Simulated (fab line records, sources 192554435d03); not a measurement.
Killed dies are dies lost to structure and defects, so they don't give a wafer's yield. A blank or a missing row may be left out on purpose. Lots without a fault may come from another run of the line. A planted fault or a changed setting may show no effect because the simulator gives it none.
A struck lot beside a sound one | flow n5_finfet | 38 steps out of a route of 1938
Sound: wafers L373.4, L373.5, L373.6. Struck: wafer L382.2. (L382.6 of the same lot was not struck and is left out.) The cause comes at the end.
At each step with rows: each side's tool, then ch and its chambers, then its first start. Under that, the readings that differ: sound wafers | struck wafers | difference of the means | sigmas: that difference in standard deviations of wafers without a fault.
alike: readings whose means differ by less than 2 such deviations, and words and numbers that are the same on both sides. not compared: withheld readings, readings that some wafer has no value for, bounds like >300 that may hide the same value, and numbers for which the record gives no deviation and whose values overlap.
The two part at a step that has a row with sigmas, a row that says differs or no value, or rows on one side only. Numbers that don't overlap but have no deviation are shown without sigmas and don't part them. A reading that every wafer of one side lacks parts them only if that side has two wafers or more.

first, 9 steps without rows for these wafers: N5_BEOL_M14_SOFTBAKE_23 (time 60 s); N5_BEOL_M14_EXPOSE_25 (exposes mask M14, target cd 280 nm); N5_BEOL_M14_PEB_26 (peb time 90 s); N5_BEOL_M14_DEVELOP_27 (develop time 45 s); N5_BEOL_M14_HARDBAKE_32 (time 120 s); N5_BEOL_M14_DESCUM_33 (chemistry O2, time 7.9 s); N5_BEOL_M14_ETCH_67 (etches SiARC in CF4, target depth 143 nm, time 238.3 s); N5_BEOL_M14_ETCH_68 (etches SOC in N2/H2, time 450 s); N5_BEOL_M14_STRIP_69 (strips in N2/H2).
N5_BEOL_M14_TRENCH_ETCH_34: etches SiO2 in C4F8/O2/Ar, target depth 556.65 nm, time 126.9 s.
  sound on rie_diel-02 ch 1,2,3, day 13 02:32; struck on rie_diel-02 ch 2, day 14 23:23
  reading                  | sound             | struck | difference                   | sigmas
  rf_hours_counter_h (h)   | - - -             | 43     | no value on the sound wafers |
  model.etch.depth_nm (nm) | 520.6 520.7 554.8 | 474.1  | -57.9                        |
  alike: drypump_motor_current_A, he_outer_torr, mfc_ar_sccm, oes_o_777_au, oes_product_au, rf_vpp_V, showerhead_plenum_p_Torr, throttle_valve_pct
then, 1 step without rows for these wafers: N5_BEOL_M14_STRIP_70 (strips in C4F8/O2/Ar).
N5_BEOL_M14_OCD_MEAS_35:
  sound on ocd-02, day 13 02:38; struck on ocd-01, day 14 23:32
  reading              | sound       | struck | difference | sigmas
  trench_depth_nm (nm) | 521 521 555 | 474    | -58        | -3
then, 11 steps without rows for these wafers: N5_BEOL_M14_STRIP_37 (strips in O2); N5_BEOL_M14_ETCH_38 (etches SiCN in CF4/N2, target depth 106.5 nm, time 120.6 s); N5_BEOL_M14_PRECLEAN_39 (cleans in residue remover, time 60 s); N5_BEOL_M14_SRD_40 (time 30 s, dry time 30 s); N5_BEOL_M14_DEGAS_41 (time 60 s); N5_BEOL_M14_PRE_CLEAN_42 (time 30 s); N5_BEOL_M14_SPUTTER_43 (material TaN, target thk 15 nm, time 24.19 s); N5_BEOL_M14_SPUTTER_44 (material Ta, target thk 15 nm, time 24.19 s); N5_BEOL_M14_SPUTTER_45 (material Cu, target thk 100 nm, time 16.67 s); N5_BEOL_M14_ECD_47 (material Cu, target thk 1248 nm); N5_BEOL_M14_ANNEAL_48 (time 90 s).
N5_BEOL_M14_CMP_49: polishes, stops on SiO2, t overpolish 5.2 s, target thk 560 nm.
  sound on cmp-01 ch 0,1, day 13 06:20; struck on cmp-03 ch 0, day 15 04:20
  reading                                 | sound         | struck | difference | sigmas
  model.Cu_of_BEOL_M14_ECD_47.thk_nm (nm) | 522 523.8 556 | 477.4  | -56.5      |
  alike: barrier_field_endpoint_s, motor_current_A, overpolish_run_s, platen_rpm, slurry_flow_ml_min, time_to_endpoint_s
N5_BEOL_M14_THK_MEAS_50: measures by xrf.
  sound on film_metro-01, day 13 06:35; struck on film_metro-02, day 15 04:38
  reading      | sound       | struck | difference | sigmas
  M14_THK (nm) | 509 513 544 | 476    | -46        | -2
then, 2 steps without rows for these wafers: N5_BEOL_M14_PRE_CLEAN_52 (time 15 s); N5_BEOL_M14_DEP_53 (deposits SiCN from 3MS/NH3, target thk 50 nm, time 17.8 s).
N5_BEOL_M14_RS_MEAS_54: measures by four-point-probe.
  sound on film_metro-02, day 13 06:43; struck on film_metro-01, day 15 04:46
  reading         | sound                | struck | difference | sigmas
  M14_RS (ohm/sq) | 0.0358 0.0356 0.0335 | 0.0391 | +0.0041    | +3
then, 9 steps without rows for these wafers: N5_BEOL_M15_ILD_DEP_00 (deposits SiO2 from TEOS/O2, target thk 1629.3 nm, time 346.1 s); N5_BEOL_M15_COAT_58 (time 60 s, resist thk 89 nm); N5_BEOL_M15_COAT_04 (resist thk 800 nm); N5_BEOL_M15_EBR_06; N5_BEOL_M15_SOFTBAKE_05 (time 60 s); N5_BEOL_M15_EXPOSE_07 (exposes mask V14); N5_BEOL_M15_PEB_08 (peb time 90 s); N5_BEOL_M15_DEVELOP_09 (develop time 45 s); N5_BEOL_M15_HARDBAKE_14 (time 120 s).
N5_BEOL_M15_RC_MEAS_101:
  sound on prober-01 ch 0, day 13 11:44; struck on prober-01 ch 0, day 15 13:43
  reading                    | sound                     | struck   | difference | sigmas
  COMB_M10 (S/m)             | 1.15e-11 1.4e-11 1.02e-11 | 1.84e-11 | +6.50e-12  | +2
  SERP_M14 (ohm/um)          | 0.175 0.175 0.164         | 0.191    | +0.020     | +3
  SERP_M14_max_site (ohm/um) | 0.177 0.177 0.166         | 0.193    | +0.020     | +3
  SERP_M9 (ohm/um)           | 3.22 3.16 3.15            | 2.88     | -0.30      | -3
  alike: COMB_M11, COMB_M12, COMB_M12_max_site, COMB_M13, COMB_M14, COMB_M15, COMB_M5, COMB_M6, COMB_M7, COMB_M8, COMB_M9, SERP_M10, SERP_M10_max_site, SERP_M11, SERP_M12, SERP_M13, SERP_M5, SERP_M5_max_site, SERP_M6, SERP_M7, SERP_M8, SERP_M8_max_site

WHERE THEY PART
First at N5_BEOL_M14_TRENCH_ETCH_34; last, within this record, at N5_BEOL_M15_RC_MEAS_101.

WHY: what the simulator had put in
Process parameter drift: rie_diel-02, from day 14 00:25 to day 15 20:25, at N5_BEOL_M14_TRENCH_ETCH_34. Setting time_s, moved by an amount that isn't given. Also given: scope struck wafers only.
